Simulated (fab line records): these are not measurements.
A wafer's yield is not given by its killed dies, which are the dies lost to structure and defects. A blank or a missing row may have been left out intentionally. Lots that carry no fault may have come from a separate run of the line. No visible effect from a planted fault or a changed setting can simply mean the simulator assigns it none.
A sampling plan put to the test	flow n5-finfet	one fab line, 74 faults that these records tell of, each judged on the records of the lots that it struck; 2 more are left out, because the records don't allow judging them
The plan consists of the line's own looks: route steps at which the wafer is read by a gauge or an inspection but not changed. Where struck wafers have a number at a look and the file lists that look's usual mean and standard deviation on fault-free wafers, the look can be judged. Caught: the struck wafers' mean, at a look after the fault's first step, is 4 or more of those standard deviations (sigma) away from the usual mean. On the tool: the test repeated on the tool's own readings taken at the fault's steps. It also counts as caught if the struck wafers ran another recipe or if their record alone is blank.

== THE FAULTS, as the simulator had put them in ==
1. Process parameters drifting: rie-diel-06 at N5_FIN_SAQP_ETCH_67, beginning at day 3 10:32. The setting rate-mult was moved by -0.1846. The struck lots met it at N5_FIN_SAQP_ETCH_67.
2. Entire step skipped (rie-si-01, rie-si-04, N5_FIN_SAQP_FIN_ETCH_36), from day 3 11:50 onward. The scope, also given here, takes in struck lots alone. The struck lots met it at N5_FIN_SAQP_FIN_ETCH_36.
3. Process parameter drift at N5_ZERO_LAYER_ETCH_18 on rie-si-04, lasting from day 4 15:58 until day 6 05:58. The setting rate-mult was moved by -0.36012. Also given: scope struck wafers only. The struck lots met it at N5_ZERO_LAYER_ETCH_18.
4. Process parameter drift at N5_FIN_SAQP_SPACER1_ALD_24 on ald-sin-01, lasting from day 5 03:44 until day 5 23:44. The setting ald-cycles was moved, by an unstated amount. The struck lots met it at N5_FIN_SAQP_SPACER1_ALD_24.
5. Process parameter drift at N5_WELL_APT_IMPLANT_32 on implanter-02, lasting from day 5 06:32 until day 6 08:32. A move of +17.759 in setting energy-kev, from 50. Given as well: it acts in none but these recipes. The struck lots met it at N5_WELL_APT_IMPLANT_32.
6. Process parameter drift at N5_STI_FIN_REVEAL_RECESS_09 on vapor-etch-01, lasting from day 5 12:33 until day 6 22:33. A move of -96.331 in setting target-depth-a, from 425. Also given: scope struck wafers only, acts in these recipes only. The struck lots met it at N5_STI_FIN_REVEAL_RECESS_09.
7. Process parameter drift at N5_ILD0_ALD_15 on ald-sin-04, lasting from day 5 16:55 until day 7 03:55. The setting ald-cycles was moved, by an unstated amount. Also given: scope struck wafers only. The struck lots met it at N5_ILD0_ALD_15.
8. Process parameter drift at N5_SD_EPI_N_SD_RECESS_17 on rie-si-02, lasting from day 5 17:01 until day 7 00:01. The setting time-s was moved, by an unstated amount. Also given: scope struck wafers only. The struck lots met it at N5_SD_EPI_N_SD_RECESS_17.
9. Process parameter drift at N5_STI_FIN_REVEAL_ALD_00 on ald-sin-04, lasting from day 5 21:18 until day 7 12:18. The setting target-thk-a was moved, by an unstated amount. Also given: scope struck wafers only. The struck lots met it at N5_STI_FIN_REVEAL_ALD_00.
10. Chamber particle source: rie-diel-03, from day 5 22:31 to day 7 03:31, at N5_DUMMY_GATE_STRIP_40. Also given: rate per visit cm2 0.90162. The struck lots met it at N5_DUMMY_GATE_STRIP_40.
11. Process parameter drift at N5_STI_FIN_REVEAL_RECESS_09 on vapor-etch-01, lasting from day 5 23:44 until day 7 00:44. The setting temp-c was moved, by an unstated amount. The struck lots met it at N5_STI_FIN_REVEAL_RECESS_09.
12. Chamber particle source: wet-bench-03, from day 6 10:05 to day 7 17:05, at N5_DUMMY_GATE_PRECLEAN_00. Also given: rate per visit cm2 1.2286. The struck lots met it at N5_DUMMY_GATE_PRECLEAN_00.
13. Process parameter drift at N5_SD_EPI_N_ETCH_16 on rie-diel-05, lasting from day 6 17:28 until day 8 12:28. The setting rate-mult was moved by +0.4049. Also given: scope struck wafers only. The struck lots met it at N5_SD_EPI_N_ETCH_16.
14. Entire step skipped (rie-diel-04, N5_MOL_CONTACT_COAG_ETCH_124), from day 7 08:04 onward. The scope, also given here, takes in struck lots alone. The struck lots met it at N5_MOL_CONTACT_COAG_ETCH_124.
15. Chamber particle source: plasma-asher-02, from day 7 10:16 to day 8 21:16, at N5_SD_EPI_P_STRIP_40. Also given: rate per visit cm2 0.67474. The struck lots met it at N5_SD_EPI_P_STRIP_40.
16. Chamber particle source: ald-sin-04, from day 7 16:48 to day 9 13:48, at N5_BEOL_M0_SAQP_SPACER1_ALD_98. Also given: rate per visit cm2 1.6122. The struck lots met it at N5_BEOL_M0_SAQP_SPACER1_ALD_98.
17. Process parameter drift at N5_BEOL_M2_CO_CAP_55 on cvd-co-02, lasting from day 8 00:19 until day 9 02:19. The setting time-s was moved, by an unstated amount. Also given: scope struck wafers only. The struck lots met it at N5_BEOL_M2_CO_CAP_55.
18. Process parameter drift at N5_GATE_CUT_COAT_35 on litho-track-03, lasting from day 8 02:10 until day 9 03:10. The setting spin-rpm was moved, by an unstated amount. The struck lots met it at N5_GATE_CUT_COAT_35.
19. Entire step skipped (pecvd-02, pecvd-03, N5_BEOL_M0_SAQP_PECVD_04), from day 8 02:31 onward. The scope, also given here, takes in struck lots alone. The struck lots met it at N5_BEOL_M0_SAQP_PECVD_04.
20. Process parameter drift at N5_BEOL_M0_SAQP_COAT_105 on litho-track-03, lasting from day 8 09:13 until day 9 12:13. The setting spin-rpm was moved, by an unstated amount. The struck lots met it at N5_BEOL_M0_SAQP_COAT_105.
21. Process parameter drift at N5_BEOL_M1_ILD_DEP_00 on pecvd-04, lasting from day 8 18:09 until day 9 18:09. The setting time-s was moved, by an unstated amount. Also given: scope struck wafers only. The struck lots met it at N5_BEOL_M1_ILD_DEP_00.
22. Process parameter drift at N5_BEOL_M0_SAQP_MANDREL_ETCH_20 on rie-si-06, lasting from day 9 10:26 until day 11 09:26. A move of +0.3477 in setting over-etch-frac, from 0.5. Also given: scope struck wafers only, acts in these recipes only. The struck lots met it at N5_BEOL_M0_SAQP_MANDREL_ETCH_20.
23. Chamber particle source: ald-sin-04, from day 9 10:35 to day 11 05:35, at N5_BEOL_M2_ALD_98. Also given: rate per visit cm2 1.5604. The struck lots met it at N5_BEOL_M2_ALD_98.
24. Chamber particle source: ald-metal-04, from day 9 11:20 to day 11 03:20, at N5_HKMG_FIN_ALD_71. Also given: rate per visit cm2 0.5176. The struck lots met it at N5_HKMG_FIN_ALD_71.
25. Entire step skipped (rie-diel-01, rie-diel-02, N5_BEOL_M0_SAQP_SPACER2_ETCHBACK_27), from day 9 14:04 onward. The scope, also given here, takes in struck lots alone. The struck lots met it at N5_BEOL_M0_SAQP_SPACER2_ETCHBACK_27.
26. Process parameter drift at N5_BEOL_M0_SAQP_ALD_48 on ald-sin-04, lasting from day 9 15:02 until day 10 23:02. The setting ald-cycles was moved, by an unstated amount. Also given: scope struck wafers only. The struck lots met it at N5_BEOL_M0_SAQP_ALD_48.
27. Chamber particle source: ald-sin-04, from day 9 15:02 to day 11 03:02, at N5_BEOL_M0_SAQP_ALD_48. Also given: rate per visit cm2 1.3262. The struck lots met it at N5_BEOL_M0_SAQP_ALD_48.
28. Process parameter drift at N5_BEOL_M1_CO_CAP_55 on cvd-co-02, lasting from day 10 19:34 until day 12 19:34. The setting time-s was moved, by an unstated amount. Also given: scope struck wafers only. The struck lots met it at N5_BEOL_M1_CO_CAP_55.
29. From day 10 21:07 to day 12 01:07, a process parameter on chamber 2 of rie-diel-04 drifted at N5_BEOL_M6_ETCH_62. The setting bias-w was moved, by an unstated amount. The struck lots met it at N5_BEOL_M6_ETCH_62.
30. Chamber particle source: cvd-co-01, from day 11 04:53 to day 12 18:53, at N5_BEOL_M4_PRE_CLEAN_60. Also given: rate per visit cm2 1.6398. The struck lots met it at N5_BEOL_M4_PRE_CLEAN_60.
31. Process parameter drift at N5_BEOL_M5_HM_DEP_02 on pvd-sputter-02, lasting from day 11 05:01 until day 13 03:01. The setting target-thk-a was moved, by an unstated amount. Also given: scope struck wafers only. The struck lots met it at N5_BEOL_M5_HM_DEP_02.
32. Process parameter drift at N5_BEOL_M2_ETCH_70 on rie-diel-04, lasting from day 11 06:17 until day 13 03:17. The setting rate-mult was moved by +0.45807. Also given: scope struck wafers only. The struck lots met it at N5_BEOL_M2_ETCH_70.
33. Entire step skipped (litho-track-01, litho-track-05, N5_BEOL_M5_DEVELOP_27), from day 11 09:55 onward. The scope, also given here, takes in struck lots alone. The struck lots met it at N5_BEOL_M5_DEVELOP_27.
34. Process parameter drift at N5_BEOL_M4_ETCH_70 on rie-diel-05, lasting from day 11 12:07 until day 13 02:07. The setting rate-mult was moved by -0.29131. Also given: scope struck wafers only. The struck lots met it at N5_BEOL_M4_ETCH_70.
35. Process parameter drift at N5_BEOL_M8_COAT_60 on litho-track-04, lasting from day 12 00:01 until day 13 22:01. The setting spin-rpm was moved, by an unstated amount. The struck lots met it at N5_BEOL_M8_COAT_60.
36. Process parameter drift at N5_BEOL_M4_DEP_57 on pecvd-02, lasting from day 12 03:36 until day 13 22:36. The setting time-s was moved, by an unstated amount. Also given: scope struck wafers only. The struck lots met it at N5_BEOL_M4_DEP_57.
37. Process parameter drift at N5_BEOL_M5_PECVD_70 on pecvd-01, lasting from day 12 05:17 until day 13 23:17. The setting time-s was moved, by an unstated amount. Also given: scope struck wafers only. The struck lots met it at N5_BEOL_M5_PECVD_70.
38. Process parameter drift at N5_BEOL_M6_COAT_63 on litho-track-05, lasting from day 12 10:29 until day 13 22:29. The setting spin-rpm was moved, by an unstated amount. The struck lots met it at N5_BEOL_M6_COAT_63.
39. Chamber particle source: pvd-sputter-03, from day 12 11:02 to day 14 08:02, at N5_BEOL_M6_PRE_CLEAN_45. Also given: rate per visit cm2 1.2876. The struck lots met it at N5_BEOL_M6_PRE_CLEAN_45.
40. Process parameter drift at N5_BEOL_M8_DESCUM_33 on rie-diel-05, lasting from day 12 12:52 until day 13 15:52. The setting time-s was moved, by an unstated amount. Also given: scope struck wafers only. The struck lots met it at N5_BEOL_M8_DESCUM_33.
41. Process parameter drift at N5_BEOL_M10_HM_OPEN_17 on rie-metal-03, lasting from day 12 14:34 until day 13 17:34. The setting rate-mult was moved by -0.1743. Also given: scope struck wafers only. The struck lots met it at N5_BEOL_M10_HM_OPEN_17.
42. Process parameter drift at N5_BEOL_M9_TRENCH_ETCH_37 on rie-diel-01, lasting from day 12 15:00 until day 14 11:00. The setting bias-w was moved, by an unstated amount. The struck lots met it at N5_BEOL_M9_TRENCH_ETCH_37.
43. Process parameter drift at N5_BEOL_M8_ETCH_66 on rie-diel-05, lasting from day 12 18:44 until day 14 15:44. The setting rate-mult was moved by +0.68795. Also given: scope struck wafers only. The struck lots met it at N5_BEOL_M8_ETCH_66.
44. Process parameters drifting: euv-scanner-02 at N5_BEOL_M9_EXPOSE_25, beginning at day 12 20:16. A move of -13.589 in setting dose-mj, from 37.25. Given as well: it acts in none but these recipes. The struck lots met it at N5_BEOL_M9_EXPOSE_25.
45. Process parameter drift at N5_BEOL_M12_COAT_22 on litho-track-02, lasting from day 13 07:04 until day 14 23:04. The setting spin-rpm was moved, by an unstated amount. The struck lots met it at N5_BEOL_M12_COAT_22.
46. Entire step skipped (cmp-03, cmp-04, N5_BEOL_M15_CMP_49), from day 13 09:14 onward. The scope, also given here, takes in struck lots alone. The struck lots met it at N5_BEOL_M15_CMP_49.
47. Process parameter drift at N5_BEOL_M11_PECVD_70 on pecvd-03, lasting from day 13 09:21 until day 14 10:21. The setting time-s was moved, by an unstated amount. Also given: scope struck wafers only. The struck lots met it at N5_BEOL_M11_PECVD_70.
48. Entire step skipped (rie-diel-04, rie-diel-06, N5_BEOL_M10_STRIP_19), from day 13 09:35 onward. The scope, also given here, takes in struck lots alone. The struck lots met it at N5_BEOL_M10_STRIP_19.
49. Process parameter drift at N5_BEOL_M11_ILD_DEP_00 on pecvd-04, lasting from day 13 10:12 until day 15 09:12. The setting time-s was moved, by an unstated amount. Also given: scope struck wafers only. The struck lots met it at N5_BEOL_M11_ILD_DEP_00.
50. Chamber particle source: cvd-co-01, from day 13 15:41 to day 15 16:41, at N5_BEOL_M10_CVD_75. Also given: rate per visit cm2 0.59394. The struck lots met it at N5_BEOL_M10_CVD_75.
51. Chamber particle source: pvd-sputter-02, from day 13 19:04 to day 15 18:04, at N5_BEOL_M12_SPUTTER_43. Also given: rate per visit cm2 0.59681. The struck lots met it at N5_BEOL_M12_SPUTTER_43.
52. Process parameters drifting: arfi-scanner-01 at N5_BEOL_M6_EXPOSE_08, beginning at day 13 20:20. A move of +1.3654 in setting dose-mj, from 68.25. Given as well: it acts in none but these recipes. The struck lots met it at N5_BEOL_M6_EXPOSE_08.
53. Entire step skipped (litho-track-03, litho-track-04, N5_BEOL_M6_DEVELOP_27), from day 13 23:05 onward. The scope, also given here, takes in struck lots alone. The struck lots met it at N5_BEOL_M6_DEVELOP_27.
54. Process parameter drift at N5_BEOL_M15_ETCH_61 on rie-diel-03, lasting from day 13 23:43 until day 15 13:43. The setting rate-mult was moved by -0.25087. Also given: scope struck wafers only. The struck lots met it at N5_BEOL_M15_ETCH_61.
55. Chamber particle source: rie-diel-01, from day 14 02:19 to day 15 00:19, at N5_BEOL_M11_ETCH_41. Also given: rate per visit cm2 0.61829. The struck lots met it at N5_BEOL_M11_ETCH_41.
56. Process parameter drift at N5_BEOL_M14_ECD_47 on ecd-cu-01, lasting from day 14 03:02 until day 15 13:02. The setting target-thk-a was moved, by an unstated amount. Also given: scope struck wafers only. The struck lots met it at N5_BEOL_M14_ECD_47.
57. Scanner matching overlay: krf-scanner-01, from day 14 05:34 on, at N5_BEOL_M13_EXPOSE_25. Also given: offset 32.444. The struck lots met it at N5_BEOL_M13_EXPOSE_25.
58. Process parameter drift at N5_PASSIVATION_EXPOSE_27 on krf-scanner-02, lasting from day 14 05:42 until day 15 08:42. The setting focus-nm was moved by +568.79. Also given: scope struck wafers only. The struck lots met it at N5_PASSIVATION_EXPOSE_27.
59. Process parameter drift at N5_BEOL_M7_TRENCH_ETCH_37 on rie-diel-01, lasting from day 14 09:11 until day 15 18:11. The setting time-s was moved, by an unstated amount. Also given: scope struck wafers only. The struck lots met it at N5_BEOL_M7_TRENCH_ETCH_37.
60. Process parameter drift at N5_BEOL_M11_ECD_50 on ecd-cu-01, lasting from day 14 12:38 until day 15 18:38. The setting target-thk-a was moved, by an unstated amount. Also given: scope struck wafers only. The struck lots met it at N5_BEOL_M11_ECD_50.
61. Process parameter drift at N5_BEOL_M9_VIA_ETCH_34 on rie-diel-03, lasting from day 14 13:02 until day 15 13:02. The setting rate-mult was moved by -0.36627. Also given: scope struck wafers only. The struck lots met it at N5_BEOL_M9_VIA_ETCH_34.
62. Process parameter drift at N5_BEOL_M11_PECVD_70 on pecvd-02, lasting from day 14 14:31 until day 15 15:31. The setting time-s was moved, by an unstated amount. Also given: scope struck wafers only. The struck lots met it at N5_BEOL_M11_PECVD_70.
63. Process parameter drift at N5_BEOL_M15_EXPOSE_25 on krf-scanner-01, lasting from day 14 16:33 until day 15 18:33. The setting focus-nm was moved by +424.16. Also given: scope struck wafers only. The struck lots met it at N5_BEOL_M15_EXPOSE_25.
64. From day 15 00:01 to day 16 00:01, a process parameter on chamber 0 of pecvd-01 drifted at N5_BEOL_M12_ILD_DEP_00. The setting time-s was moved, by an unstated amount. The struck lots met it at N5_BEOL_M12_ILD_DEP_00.
65. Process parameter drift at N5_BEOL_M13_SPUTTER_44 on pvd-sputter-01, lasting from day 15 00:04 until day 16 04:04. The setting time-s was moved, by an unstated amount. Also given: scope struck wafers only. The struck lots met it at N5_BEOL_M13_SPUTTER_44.
66. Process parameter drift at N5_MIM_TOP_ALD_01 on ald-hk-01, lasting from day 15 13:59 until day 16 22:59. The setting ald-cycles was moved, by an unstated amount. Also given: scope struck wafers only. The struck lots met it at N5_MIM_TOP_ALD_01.
67. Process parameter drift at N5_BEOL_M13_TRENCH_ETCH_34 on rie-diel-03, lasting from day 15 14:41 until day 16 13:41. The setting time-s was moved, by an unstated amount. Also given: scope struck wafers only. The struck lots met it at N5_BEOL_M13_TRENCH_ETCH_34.
68. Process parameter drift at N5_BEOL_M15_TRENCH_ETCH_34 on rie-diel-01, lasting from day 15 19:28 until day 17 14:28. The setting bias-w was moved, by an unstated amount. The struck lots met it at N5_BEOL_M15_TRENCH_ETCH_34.
69. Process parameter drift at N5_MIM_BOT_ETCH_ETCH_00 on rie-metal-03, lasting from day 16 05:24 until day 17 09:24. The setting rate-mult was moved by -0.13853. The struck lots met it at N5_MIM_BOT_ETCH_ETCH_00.
70. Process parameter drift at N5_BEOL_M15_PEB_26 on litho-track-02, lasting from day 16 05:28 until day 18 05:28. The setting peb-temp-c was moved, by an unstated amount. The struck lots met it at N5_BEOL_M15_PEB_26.
71. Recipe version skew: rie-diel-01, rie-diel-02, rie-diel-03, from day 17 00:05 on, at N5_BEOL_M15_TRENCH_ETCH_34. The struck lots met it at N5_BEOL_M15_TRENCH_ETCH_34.
72. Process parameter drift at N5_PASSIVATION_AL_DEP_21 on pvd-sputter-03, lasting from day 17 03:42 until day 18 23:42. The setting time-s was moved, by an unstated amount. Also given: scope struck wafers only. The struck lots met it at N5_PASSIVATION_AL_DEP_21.
73. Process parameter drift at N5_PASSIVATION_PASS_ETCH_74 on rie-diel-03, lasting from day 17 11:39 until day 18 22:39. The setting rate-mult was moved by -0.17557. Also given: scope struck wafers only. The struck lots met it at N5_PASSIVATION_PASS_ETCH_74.
74. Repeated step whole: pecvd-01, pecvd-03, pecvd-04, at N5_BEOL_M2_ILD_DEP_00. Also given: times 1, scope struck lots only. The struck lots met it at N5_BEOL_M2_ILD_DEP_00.

== WHAT THE PLAN SAW ==
fault	on the tool itself	first look that catches it	reading, sigma	median hours from its first step to that look	hours from the fault's start to the first struck lot there	judged looks passed uncaught
1	under 2 sigma	no look after it can be judged	-	-	-	0
2	the tool's record is blank for the struck wafers	N5_FIN_SAQP_OCD_MEAS_76	trench-depth-nm -41	0.2	4	0
3	under 2 sigma	none of the 2 looks that can be judged after it	-	-	-	2
4	under 2 sigma	N5_FIN_SAQP_CD_MEAS_27	cd-nm -17	0.9	6	0
5	beam-energy-keV +99 or beyond sigma	no look after it can be judged	-	-	-	0
6	under 2 sigma	N5_STI_FIN_REVEAL_FIN_H_MEAS_10	trench-depth-nm -12	2.4	10	0
7	under 2 sigma	N5_ILD0_THK_MEAS_13	thk-nm -4.3	2.5	18	0
8	under 2 sigma	no look after it can be judged	-	-	-	0
9	under 2 sigma	no look after it can be judged	-	-	-	0
10	under 2 sigma	N5_DUMMY_GATE_INSPECT_27	raw-defect-count +7.7	0.8	5	1
11	temp-c +30 sigma	N5_STI_FIN_REVEAL_FIN_H_MEAS_10	trench-depth-nm -5.2	2.8	7	1
12	no reading that can be judged	no look after it can be judged	-	-	-	0
13	under 2 sigma	no look after it can be judged	-	-	-	0
14	the tool's record is blank for the struck wafers	no look after it can be judged	-	-	-	0
15	under 2 sigma	N5_SD_EPI_P_INSPECT_26	raw-defect-count +12	3.0	12	0
16	under 2 sigma	N5_BEOL_M0_SAQP_INSPECT_42	raw-defect-count +16	3.0	16	1
17	run-length-s -92 sigma	not the one look that can be judged after it	-	-	-	1
18	spin-speed-rpm -99 or beyond sigma	none of the 3 looks that can be judged after it	-	-	-	3
19	the tool's record is blank for the struck wafers	N5_BEOL_M0_SAQP_THK_MEAS_05	thk-nm -44	0.1	1	0
20	spin-speed-rpm +99 or beyond sigma	not the one look that can be judged after it	-	-	-	1
21	under 2 sigma	N5_BEOL_M1_THK_MEAS_01	M1_ILD_THK -4.8	0.1	2	0
22	oes-product-au -7.6 sigma	not the one look that can be judged after it	-	-	-	1
23	under 2 sigma	no look after it can be judged	-	-	-	0
24	under 2 sigma	no look after it can be judged	-	-	-	0
25	the tool's record is blank for the struck wafers	no look after it can be judged	-	-	-	0
26	under 2 sigma	not the one look that can be judged after it	-	-	-	1
27	under 2 sigma	not the one look that can be judged after it	-	-	-	1
28	run-length-s -86 sigma	not the one look that can be judged after it	-	-	-	1
29	bias-w +12 sigma	no look after it can be judged	-	-	-	0
30	under 2 sigma	N5_BEOL_M4_INSPECT_59	raw-defect-count +47	0.3	0	0
31	under 2 sigma	N5_BEOL_M5_OCD_MEAS_38	trench-depth-nm -21	3.1	7	0
32	under 2 sigma	not the one look that can be judged after it	-	-	-	1
33	no reading that can be judged	no look after it can be judged	-	-	-	0
34	under 2 sigma	not the one look that can be judged after it	-	-	-	1
35	spin-speed-rpm +99 or beyond sigma	no look after it can be judged	-	-	-	0
36	under 2 sigma	none of the 2 looks that can be judged after it	-	-	-	2
37	only faintly: heater-power-w +2.0 sigma	no look after it can be judged	-	-	-	0
38	spin-speed-rpm +57 sigma	no look after it can be judged	-	-	-	0
39	under 2 sigma	no look after it can be judged	-	-	-	0
40	under 2 sigma	no look after it can be judged	-	-	-	0
41	under 2 sigma	no look after it can be judged	-	-	-	0
42	bias-w -38 sigma	not the one look that can be judged after it	-	-	-	1
43	under 2 sigma	no look after it can be judged	-	-	-	0
44	exposure-dose-mJ-cm2 -99 or beyond sigma	N5_BEOL_M9_CD_MEAS_28	cd-nm -41	0.1	4	0
45	spin-speed-rpm -57 sigma	no look after it can be judged	-	-	-	0
46	the tool's record is blank for the struck wafers	N5_BEOL_M15_THK_MEAS_50	M15_THK +45	0.3	7	0
47	under 2 sigma	not the one look that can be judged after it	-	-	-	1
48	the tool's record is blank for the struck wafers	not the one look that can be judged after it	strongest: raw-defect-count at N5_BEOL_M10_INSPECT_30, -3.0	-	-	1
49	run-length-s +19 sigma	N5_BEOL_M11_THK_MEAS_01	M11_ILD_THK +10	0.6	6	0
50	no reading that can be judged	no look after it can be judged	-	-	-	0
51	under 2 sigma	not the one look that can be judged after it	-	-	-	1
52	exposure-dose-mJ-cm2 +15 sigma	no look after it can be judged	-	-	-	0
53	no reading that can be judged	no look after it can be judged	-	-	-	0
54	under 2 sigma	none of the 2 looks that can be judged after it	-	-	-	2
55	under 2 sigma	no look after it can be judged	-	-	-	0
56	no reading that can be judged	not the one look that can be judged after it	-	-	-	1
57	no reading that can be judged	N5_BEOL_M13_OVL_MEAS_29	M13_OVL +5.0	0.2	5	1
58	no reading that can be judged	N5_PASSIVATION_CD_MEAS_30	cd-nm +15	0.2	2	0
59	under 2 sigma	none of the 2 looks that can be judged after it	strongest: trench-depth-nm at N5_BEOL_M7_OCD_MEAS_38, +3.4	-	-	2
60	no reading that can be judged	N5_BEOL_M11_THK_MEAS_53	M11_THK -7.6	0.9	11	0
61	under 2 sigma	no look after it can be judged	-	-	-	0
62	under 2 sigma	none of the 5 looks that can be judged after it	-	-	-	5
63	under 2 sigma	N5_BEOL_M15_CD_MEAS_28	cd-nm +80	0.2	4	0
64	run-length-s +20 sigma	N5_BEOL_M12_THK_MEAS_01	M12_ILD_THK +4.4	0.1	0	0
65	under 2 sigma	not the one look that can be judged after it	-	-	-	1
66	under 2 sigma	no look after it can be judged	-	-	-	0
67	under 2 sigma	N5_BEOL_M13_OCD_MEAS_35	trench-depth-nm +16	0.2	6	0
68	bias-w +45 sigma	not the one look that can be judged after it	-	-	-	1
69	under 2 sigma	no look after it can be judged	-	-	-	0
70	plate-temp-C -24 sigma	N5_BEOL_M15_CD_MEAS_28	cd-nm -5.3	0.1	9	0
71	under 2 sigma	N5_BEOL_M15_THK_MEAS_50	M15_THK -11	3.3	7	0
72	under 2 sigma	not the one look that can be judged after it	-	-	-	1
73	under 2 sigma	no look after it can be judged	-	-	-	0
74	under 2 sigma	N5_BEOL_M2_THK_MEAS_01	M2_ILD_THK +78	0.3	-	0
Dash: fault not caught, or number not given in these records.

Caught at a look: 24 of 74. Caught on the tool: 24 of 74. By one or the other: 40 of 74.
Faults 5, 14, 17, 18, 20, 22, 25, 28, 29, 35, 38, 42, 45, 48, 52, 68 were caught on the tool alone.
Caught at a look alone: faults 4, 6, 7, 10, 15, 16, 21, 30, 31, 57, 58, 60, 63, 67, 71, 74.
Caught by neither: faults 1, 3, 8, 9, 12, 13, 23, 24, 26, 27, 32, 33, 34, 36, 37, 39, 40, 41, 43, 47, 50, 51, 53, 54, 55, 56, 59, 61, 62, 65, 66, 69, 72, 73.

== THINNER SAMPLING ==
Were the look that catches a fault to measure just every second or every third lot (counted by lot number), the first struck lot would, at worst, be measured this late:
fault	struck lots at that look, in order of time	every lot	every second lot	every third lot
2	L988, L989, L990	4 h	8 h	16 h
4	L363, L365	6 h	may miss all 2	may miss all 2
6	L784, L786	10 h	may miss all 2	may miss all 2
7	L598	18 h	may miss it	may miss it
10	L119, L120	5 h	14 h	may miss all 2
11	L155, L157	7 h	may miss all 2	may miss all 2
15	L101, L102	12 h	14 h	may miss all 2
16	L270, L271	16 h	25 h	may miss all 2
19	L591, L590, L592	1 h	7 h	11 h
21	L174	2 h	may miss it	may miss it
30	L521, L522	0 h	23 h	may miss all 2
31	L272	7 h	may miss it	may miss it
44	L242, L244	4 h	may miss all 2	may miss all 2
46	L899, L900, L901	7 h	13 h	20 h
49	L477, L480	6 h	45 h	may miss all 2
57	L715, L714, L717	5 h	26 h	may miss all 3
58	L335, L336	2 h	13 h	may miss all 2
60	L990, L991	11 h	11 h	may miss all 2
63	L120, L116	4 h	may miss all 2	may miss all 2
64	L348, L349	0 h	14 h	may miss all 2
67	L557, L559	6 h	may miss all 2	may miss all 2
70	L231, L235	9 h	may miss all 2	may miss all 2
71	L755, L758, L757	7 h	7 h	may miss all 3
Hours: fault start to first struck lot measured. Since the struck wafers were tested as one group against 4 sigma, a single lot by itself may lie under the limit. Other struck lots may not be in these records.

== THE LONGEST TIMED WAY FROM STEP TO LOOK ==
Fault 71: median gap of 3.3 hours between N5_BEOL_M15_TRENCH_ETCH_34 and N5_BEOL_M15_THK_MEAS_50. No look between them can be judged.
